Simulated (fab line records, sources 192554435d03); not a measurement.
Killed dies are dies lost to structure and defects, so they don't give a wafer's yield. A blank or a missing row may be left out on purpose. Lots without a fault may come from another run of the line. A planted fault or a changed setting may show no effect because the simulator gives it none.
Chamber matching | flow n5_finfet | N5_MOL_CONTACT_COAG_STRIP_98 on rie_diel-05: 4 sister chambers
The step strips in N2/H2. 4 wafers are shown with their chamber, then 10 later ones without.

WAFERS WITH THEIR CHAMBER
wafer  | chamber | drypump_motor_current_A (A)
L087.6 | 1       | 5.9
L088.6 | 2       | 5.1
L093.1 | 0       | 6.0
L093.3 | 3       | 6.7

WAFERS WITHOUT THEIR CHAMBER
wafer  | drypump_motor_current_A (A)
L093.4 | 5.1
L094.1 | 6.6
L094.3 | 5.1
L094.4 | 5.9
L096.2 | 6.1
L096.3 | 5.1
L096.4 | 5.9
L097.2 | 5.9
L097.4 | 6.7
L097.5 | 6.7

WHICH CHAMBER EACH WENT THROUGH
wafer  | from the rows above | in truth
L093.4 | 2                   | 2
L094.1 | 3                   | 3
L094.3 | 2                   | 2
L094.4 | 1                   | 1
L096.2 | 0                   | 0
L096.3 | 2                   | 2
L096.4 | 1                   | 1
L097.2 | 1                   | 1
L097.4 | 3                   | 3
L097.5 | 3                   | 3
Placed correctly: 10 of 10. Can't be placed from these rows: 0. Placed wrongly: 0.
How it was worked out, from the rows above alone: a wafer's distance from a chamber is the root of the sum, over the readings, of the square of ((its reading less the chamber's mean) divided by the reading's scatter). The wafer belongs to the nearest chamber; if the next one is less than 2 further off, it can't be placed. A chamber's mean is the mean of its shown wafers. The scatter: with one shown wafer a chamber, the root of the mean of the squares of how far each hidden wafer lies from its nearest shown one.
